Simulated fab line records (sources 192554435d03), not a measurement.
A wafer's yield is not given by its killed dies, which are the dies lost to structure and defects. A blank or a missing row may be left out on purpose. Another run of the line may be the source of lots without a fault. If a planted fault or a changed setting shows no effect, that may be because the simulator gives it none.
fab line records -- flow n5Finfet
[record] lots = 9, wafers = 26, lastDay = 18
route steps=1938 shown BEOL_M4@1043
lots that met no fault: taken from a fault-free run of the same line
startH: start of the lot's first displayed wafer, in hours after the record's first day -- waitH: time in hours since the lot's previous step -- " identical to the entry in the row above -- L1.1+2: one row covering several wafers at once -- - no value present, or no start provided -- * or withheld: withheld -- < > ~ a bound
route shown NAME@n: names a module that has steps shown in the file, with the first one's number in the route -- usual: mean and standard deviation over wafers with no fault -- same: alike in all rows -- chamber/n: place in a boat -- sites: readings site by site -- _std_site: how widely they spread, as a standard deviation -- _edge_site: mean of outer sites minus mean of inner sites -- radiusMm: how far each site lies from the wafer's centre -- mask NAME#n: copy n -- behind: the most recent tool/chamber to have shaped the wafer -- hold: the reason the lot was held/the length of the hold in hours/how it ended -- device: transistor that didn't switch, given as n, p or np -- end of line: the same wafers' tests at the end of the route -- step lacking rows: just its recipe -- killed: dies lost to structure and defects at the first sort, not the wafer's yield -- map: dies across one wafer; x = killed, . = not, _ = none there
set.NAME: setting as actually run; set.NAME@STEP: the setting as run at that earlier step -- model.NAME: the simulator's own value behind a step, which no gauge read
steps of the route over a sample of lots; a table a step, a row a wafer
services: from which hour (startH, from the record's first day; less than 0 if before it) a tool's chamber was out of use, for how many hours, and why
[[steps]]
[step N5_BEOL_M4_STRIP_66]
[recipe] chemistry = CF4, resist = SiARC, powerW = 300, biasPowerW = 75, pressureMtorr = 50, cf4FlowSccm = 150, rfFrequencyHz = 6e+07
[usual] drypumpMotorCurrentA = 5.7/0.46, oesProductAu = 0.82/0.093, rfVppV = 270.7/1.4, showerheadPlenumPTorr = 1.77/0.043, throttleValvePct = 13.50/0.26
lot.wafer,tool,chamber,startH,waitH,drypumpMotorCurrentA,oesProductAu,rfHoursCounterH,rfVppV,showerheadPlenumPTorr,throttleValvePct
L869.3,rieDiel-01,0,186.86,0.0,4.9,0.68,236,273.2,1.79,14.09
L869.4,rieDiel-01,1,186.86,0.0,6.3,0.96,2,270.9,1.75,13.23
L869.5,rieDiel-01,0,186.86,0.0,4.9,0.67,-,271.8,1.79,14.10
L871.1,rieDiel-01,2,194.02,0.0,5.8,0.88,34,271.1,1.76,13.50
L871.2,rieDiel-01,3,194.02,0.0,6.1,0.81,82,268.0,1.74,13.14
L871.5,rieDiel-01,1,194.02,0.0,6.3,0.95,-,269.7,1.75,13.22
L872.1,rieDiel-03,2,196.53,0.0,5.8,0.96,3,274.1,1.89,13.32
L872.3,rieDiel-03,1,196.53,0.0,5.9,0.88,29,271.0,1.83,13.14
L872.6,rieDiel-03,0,196.53,0.0,5.2,0.70,-,268.9,1.70,13.55
L875.4,rieDiel-03,3,196.76,0.0,5.8,0.77,111,273.3,1.79,13.63
L875.5,rieDiel-03,1,196.76,0.0,5.9,0.88,-,272.1,1.83,13.12
L876.1,rieDiel-01,3,201.97,0.0,6.1,0.81,85,271.0,1.73,13.16
L876.3,rieDiel-01,2,201.97,0.0,5.8,0.87,37,269.9,1.76,13.51
L876.6,rieDiel-01,0,201.97,0.0,4.8,0.68,-,271.8,1.78,14.11
L878.3,rieDiel-06,0,238.12,0.0,5.7,0.76,135,268.9,1.72,13.37
L878.5,rieDiel-06,1,238.12,0.0,5.7,0.66,-,271.2,1.78,13.91
L878.6,rieDiel-06,2,238.12,0.0,4.9,0.86,-,272.3,1.80,13.60
L879.2,rieDiel-06,1,238.35,0.0,5.7,0.67,232,269.5,1.78,13.91
L879.5,rieDiel-06,3,238.35,0.0,5.9,0.66,-,270.8,1.77,14.02
L879.6,rieDiel-06,2,238.35,0.0,4.9,0.86,-,270.4,1.80,13.59
L888.2,rieDiel-01,3,290.01,0.0,6.1,0.78,115,270.3,1.73,13.21
L888.3,rieDiel-01,2,290.01,0.0,5.8,0.82,68,269.3,1.75,13.58
L888.6,rieDiel-01,0,290.01,0.0,4.9,0.90,-,270.8,1.78,13.60
L890.4,rieDiel-06,3,300.11,0.0,6.0,0.90,15,269.4,1.77,13.49
L890.5,rieDiel-06,0,300.11,0.0,5.8,0.74,-,268.0,1.72,13.42
L890.6,rieDiel-06,1,300.11,0.0,5.7,0.94,-,270.9,1.78,13.40
[step N5_BEOL_M4_HM_OPEN_17]
[recipe] chemistry = Cl2/BCl3, targetDepthA = 200, overetchA = 60, target = TiN, maskMaterial = SOC, ionEnergyEv = 150, pressureMtorr = 10, icpW = 1000, biasW = 126, Cl2_flow_sccm = 53.25, bcl3FlowSccm = 21.75, Ar_flow_sccm = 25
[usual] drypumpMotorCurrentA = 5.8/0.36, oes_ar_750_au = 0.83/0.087, oesProductAu = 0.70/0.07, throttleValvePct = 22.17/0.26
lot.wafer,tool,chamber,startH,waitH,drypumpMotorCurrentA,oes_ar_750_au,oesProductAu,rfHoursCounterH,throttleValvePct
L869.3,rieMetal-03,1,186.93,0.1,5.8,0.91,0.76,-,21.89
L869.4,rieMetal-03,0,186.93,0.1,5.7,0.94,0.79,-,22.04
L869.5,rieMetal-03,1,186.93,0.1,5.8,0.90,0.77,-,21.90
L871.1,rieMetal-01,1,194.06,0.0,6.2,0.71,0.60,70,22.63
L871.2,rieMetal-01,0,194.06,0.0,5.7,0.75,0.64,57,22.04
L871.5,rieMetal-01,0,194.06,0.0,5.7,0.75,0.64,-,22.04
L872.1,rieMetal-02,1,196.57,0.0,6.4,0.90,0.76,13,22.17
L872.3,rieMetal-02,0,196.57,0.0,5.1,0.87,0.73,-,22.31
L872.6,rieMetal-02,0,196.57,0.0,5.1,0.86,0.73,-,22.30
L875.4,rieMetal-01,0,196.83,0.1,5.7,0.75,0.64,-,22.07
L875.5,rieMetal-01,1,196.83,0.1,6.2,0.71,0.60,-,22.63
L876.1,rieMetal-02,1,202.01,0.0,6.4,0.90,0.76,14,22.17
L876.3,rieMetal-02,0,202.01,0.0,5.1,0.86,0.73,-,22.29
L876.6,rieMetal-02,0,202.01,0.0,5.0,0.86,0.73,-,22.31
L878.3,rieMetal-03,1,238.19,0.1,5.8,0.89,0.75,-,21.92
L878.5,rieMetal-03,0,238.19,0.1,5.7,0.93,0.77,-,22.04
L878.6,rieMetal-03,1,238.19,0.1,5.8,0.89,0.74,-,21.92
L879.2,rieMetal-01,0,238.39,0.0,5.7,0.75,0.64,60,22.07
L879.5,rieMetal-01,1,238.39,0.0,6.3,0.72,0.60,-,22.64
L879.6,rieMetal-01,0,238.39,0.0,5.7,0.74,0.64,-,22.06
L888.2,rieMetal-02,1,290.05,0.0,6.4,0.88,0.72,19,22.21
L888.3,rieMetal-02,1,290.05,0.0,6.4,0.88,0.74,-,22.19
L888.6,rieMetal-02,0,290.05,0.0,5.0,0.84,0.69,-,22.35
L890.4,rieMetal-03,0,300.18,0.1,5.7,0.91,0.75,-,22.03
L890.5,rieMetal-03,1,300.18,0.1,5.8,0.87,0.74,-,21.93
L890.6,rieMetal-03,0,300.18,0.1,5.7,0.91,0.77,-,22.00
[step N5_BEOL_M4_ALD_98]
[recipe] material = SiO2, targetThkA = 25, tempC = 100, aldPrecursorFamily = BDEAS, aldCoReactant = O2-plasma, pulseTimeS = 1, coReactantPulseTimeS = 1, purgeTimeS = 2, coReactantPurgeTimeS = 2, aldCycles = 17, pressureTorr = 2
[usual] aldCycles = 17/0, heaterPowerOuterW = 40/4.2, heaterPowerW = 78/7, precursorPulseHeightRel = 1.000/0.019
lot.wafer,tool,chamber,startH,waitH,aldCycles,heaterPowerOuterW,heaterPowerW,precursorPulseHeightRel
L869.3,aldSin-02,3,188.27,0.5,17,42,74,0.995
L869.4,aldSin-02,0,188.27,0.5,17,37,70,0.983
L869.5,aldSin-02,1,188.27,0.5,17,40,85,0.974
L871.1,aldSin-02,0,195.18,0.1,17,36,72,0.977
L871.2,aldSin-02,3,195.18,0.1,17,41,74,1.029
L871.5,aldSin-02,3,195.18,0.1,17,41,76,0.979
L872.1,aldSin-01,0,197.46,0.1,17,38,78,1.006
L872.3,aldSin-01,2,197.46,0.1,17,39,75,0.994
L872.6,aldSin-01,2,197.46,0.1,17,38,74,1.005
L875.4,aldSin-01,3,197.82,0.1,17,48,91,0.989
L875.5,aldSin-01,1,197.82,0.1,17,41,79,0.964
L876.1,aldSin-02,2,203.06,0.1,17,48,81,0.992
L876.3,aldSin-02,3,203.06,0.1,17,42,73,0.988
L876.6,aldSin-02,1,203.06,0.1,17,39,84,0.977
L878.3,aldSin-04,1,240.39,0.7,17,36,68,1.005
L878.5,aldSin-04,1,240.39,0.7,17,36,67,1.007
L878.6,aldSin-04,0,240.39,0.7,17,31,62,1.012
L879.2,aldSin-02,3,240.40,0.4,17,41,75,1.013
L879.5,aldSin-02,2,240.40,0.4,17,47,80,1.004
L879.6,aldSin-02,1,240.40,0.4,17,40,84,0.961
L888.2,aldSin-02,0,290.94,0.1,21,38,71,1.034
L888.3,aldSin-02,2,290.94,0.1,17,49,81,0.996
L888.6,aldSin-02,3,290.94,0.1,17,40,77,1.031
L890.4,aldSin-04,3,301.66,0.5,17,39,78,0.971
L890.5,aldSin-04,2,301.66,0.5,17,37,79,0.992
L890.6,aldSin-04,3,301.66,0.5,17,39,79,1.003
[step N5_BEOL_M4_ETCH_70]
[recipe] chemistry = N2/H2, target = SOC, targetDepthA = 800, overetchA = 240, maskMaterial = SiARC, tempC = 40, timeS = 130, ionEnergyEv = 200, pressureMtorr = 30, sourceW = 840, biasW = 150, n2FlowSccm = 200, h2FlowSccm = 200
[usual] drypumpMotorCurrentA = 5.7/0.46, oesProductAu = 0.60/0.061, rfVppV = 522.6/1.8, showerheadPlenumPTorr = 2.49/0.062, throttleValvePct = 17.71/0.28
lot.wafer,tool,chamber,startH,waitH,drypumpMotorCurrentA,oesProductAu,rfHoursCounterH,rfVppV,showerheadPlenumPTorr,throttleValvePct
L869.3,rieDiel-01,1,195.29,0.0,6.3,0.70,5,522.9,2.47,17.43
L869.4,rieDiel-01,3,195.29,0.0,6.1,0.60,83,523.9,2.46,17.42
L869.5,rieDiel-01,3,195.29,0.0,6.1,0.60,-,520.9,2.46,17.41
L871.1,rieDiel-01,1,199.99,0.0,6.3,0.70,6,523.4,2.47,17.41
L871.2,rieDiel-01,2,199.99,0.0,5.8,0.65,36,523.3,2.47,17.69
L871.5,rieDiel-01,3,199.99,0.0,6.1,0.60,-,522.1,2.46,17.40
L872.1,rieDiel-06,2,202.61,0.0,4.9,0.66,49,524.9,2.59,18.02
L872.3,rieDiel-06,0,202.61,0.0,5.8,0.57,125,522.0,2.44,17.43
L872.6,rieDiel-06,0,202.61,0.0,5.7,0.57,-,522.1,2.44,17.43
L875.4,rieDiel-03,1,205.69,0.0,5.8,0.65,-,525.1,2.59,17.29
L875.5,rieDiel-03,0,205.69,0.0,5.2,0.52,-,519.9,2.43,17.96
L876.1,rieDiel-01,3,211.41,0.0,6.1,0.60,87,520.9,2.46,17.42
L876.3,rieDiel-01,2,211.41,0.0,5.8,0.65,38,522.8,2.47,17.68
L876.6,rieDiel-01,3,211.41,0.0,6.1,0.60,-,522.1,2.46,17.42
L878.3,rieDiel-06,1,242.31,0.0,5.8,0.50,234,522.5,2.49,17.94
L878.5,rieDiel-06,1,242.31,0.0,5.9,0.50,-,523.4,2.49,17.93
L878.6,rieDiel-06,0,242.31,0.0,5.8,0.56,-,521.2,2.43,17.46
L879.2,rieDiel-06,2,244.39,0.0,4.9,0.65,63,525.1,2.58,18.05
L879.5,rieDiel-06,2,244.39,0.0,4.9,0.64,-,524.7,2.58,18.06
L879.6,rieDiel-06,1,244.39,0.0,5.7,0.49,-,523.3,2.49,17.94
L888.2,rieDiel-01,2,295.21,0.0,5.8,0.61,69,523.1,2.45,17.75
L888.3,rieDiel-01,0,295.21,0.0,4.9,0.66,13,523.4,2.49,17.88
L888.6,rieDiel-01,2,295.21,0.0,5.8,0.61,-,520.9,2.45,17.73
L890.4,rieDiel-01,3,303.81,0.0,6.1,0.57,119,522.7,2.45,17.47
L890.5,rieDiel-01,0,303.81,0.0,4.8,0.67,-,522.6,2.49,17.87
L890.6,rieDiel-01,1,303.81,0.0,6.3,0.64,-,521.9,2.46,17.48
[step N5_BEOL_M4_RC_MEAS_101]
[usual] DIBL_N = 35.6/1.7, DIBL_P = 35.0/2, IOFF_N = 0.148/0.027, IOFF_P = 0.19/0.032, ION_N = 671/14, ION_P = 460/9.1, SS_N = 71.3/0.62, SS_P = 73.0/0.64, VT_N = 251/3.2, VT_P = -251.5/2.9
lot.wafer,tool,chamber,startH,waitH,DIBL_N[mV/V],DIBL_P[mV/V],IOFF_N[nA/um],IOFF_P[nA/um],ION_N[uA/um],ION_P[uA/um],SS_N[mV/dec],SS_P[mV/dec],VT_N[mV],VT_P[mV]
L869.3,prober-02,0,200.09,0.3,36.1,37.1,0.174,0.20,701,470,71.1,73.9,248,-252.5
L869.4,prober-02,0,200.09,0.3,35.4,37.2,0.150,0.19,673,460,70.9,73.9,252,-249.9
L869.5,prober-02,0,200.09,0.3,35.2,35.8,0.148,0.17,678,464,71.2,73.1,251,-251.1
L871.1,prober-01,0,205.35,0.0,33.6,31.9,0.105,0.15,636,438,70.7,72.2,258,-257.1
L871.2,prober-01,0,205.35,0.0,34.8,34.4,0.125,0.18,660,452,70.5,73.2,251,-251.7
L871.5,prober-01,0,205.35,0.0,35.2,33.7,0.122,0.17,650,452,70.6,72.0,254,-253.8
L872.1,prober-01,0,207.20,0.0,38.2,38.9,0.168,0.20,692,473,72.1,73.6,250,-252.7
L872.3,prober-01,0,207.20,0.0,38.3,39.4,0.180,0.22,685,466,71.9,73.4,248,-253.7
L872.6,prober-01,0,207.20,0.0,37.6,38.2,0.164,0.20,687,465,71.9,73.0,249,-252.6
L875.4,prober-01,0,212.66,0.5,34.9,35.3,0.137,0.19,666,460,71.2,72.9,252,-252.1
L875.5,prober-01,0,212.66,0.5,35.0,32.8,0.124,0.15,633,436,71.7,72.5,254,-258.2
L876.1,prober-02,0,215.61,0.0,37.1,36.6,0.197,0.23,695,472,71.7,73.7,245,-246.6
L876.3,prober-02,0,215.61,0.0,34.2,32.5,0.137,0.17,684,469,70.8,72.0,249,-251.2
L876.6,prober-02,0,215.61,0.0,34.7,33.0,0.146,0.17,683,461,71.3,72.5,249,-253.8
L878.3,prober-01,0,248.31,0.3,33.8,34.1,0.140,0.22,674,467,71.2,73.1,250,-246.6
L878.5,prober-01,0,248.31,0.3,34.2,34.7,0.161,0.23,690,472,71.3,73.4,245,-246.9
L878.6,prober-01,0,248.31,0.3,37.2,38.8,0.214,0.31,680,473,72.0,74.6,245,-244.7
L879.2,prober-01,0,249.09,0.6,34.4,36.7,0.149,0.25,679,471,71.1,74.1,249,-246.7
L879.5,prober-01,0,249.09,0.6,31.1,31.3,0.094,0.16,650,460,71.0,71.8,257,-249.5
L879.6,prober-01,0,249.09,0.6,35.0,36.3,0.163,0.24,687,472,71.4,73.4,248,-247.2
L888.2,prober-01,0,300.09,0.2,36.7,34.2,0.147,0.18,655,454,71.5,72.7,252,-250.2
L888.3,prober-01,0,300.09,0.2,35.0,33.5,0.138,0.17,693,474,70.8,72.3,250,-252.8
L888.6,prober-01,0,300.09,0.2,35.3,34.1,0.133,0.18,682,476,70.5,72.9,252,-251.4
L890.4,prober-02,0,308.85,0.5,34.3,32.5,0.125,0.17,661,453,71.1,72.1,250,-253.9
L890.5,prober-02,0,308.85,0.5,36.1,34.7,0.166,0.21,677,458,71.4,72.9,245,-248.5
L890.6,prober-02,0,308.85,0.5,33.4,31.5,0.114,0.16,662,460,70.9,71.8,254,-254.1
[[services]]
tool,chamber,startH,hours,kind
aldSin-04,-,176.75,14.0,pm
aldSin-04,0,176.75,14.0,ventCycle
rieDiel-03,2,201.74,28.7,repair
rieDiel-06,1,214.36,13.2,repair
rieDiel-03,-,219.88,28.1,pm
aldSin-02,3,223.43,9.2,repair
rieMetal-02,-,235.86,2.8,pm
rieDiel-01,0,238.87,-,clean
rieDiel-01,0,238.87,-,consumableReplace:focusRing
rieDiel-01,0,238.87,17.9,scheduledDown
rieDiel-01,0,238.87,17.9,ventCycle
rieDiel-06,3,242.28,-,clean
rieDiel-06,3,242.28,-,consumableReplace:focusRing
rieDiel-06,3,242.28,19.6,scheduledDown
rieDiel-06,3,242.28,19.6,ventCycle
rieMetal-01,-,242.61,0.2,repair
aldSin-04,-,247.26,2.8,pm
aldSin-04,1,256.51,4.2,repair
aldSin-01,0,261.75,12.5,repair
aldSin-02,-,261.90,1.5,repair
rieDiel-06,1,282.21,-,clean
rieDiel-06,1,282.21,-,consumableReplace:focusRing
rieDiel-06,1,282.21,13.8,scheduledDown
rieDiel-06,1,282.21,13.8,ventCycle
[[key]]
[firstSign] step = N5_BEOL_M4_ALD_98, reading = aldCycles, direction = up, sigmas = 99+, usual = *, struck = *
effect none on later readings
metAt N5_BEOL_M4_ALD_98
struckLots L888
struckWafers L888.2
notActingAt N5_BEOL_M4_STRIP_66,N5_BEOL_M4_HM_OPEN_17,N5_BEOL_M4_ETCH_70
onsetBetween 195.18 290.94
[fault] kind = processParameterDrift, tool = aldSin-02, chamber = 0, onsetH = 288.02, steps = N5_BEOL_M4_ALD_98, channel = aldCycles, offset = *, shape = step, endH = 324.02, actsIn = *, stated = *
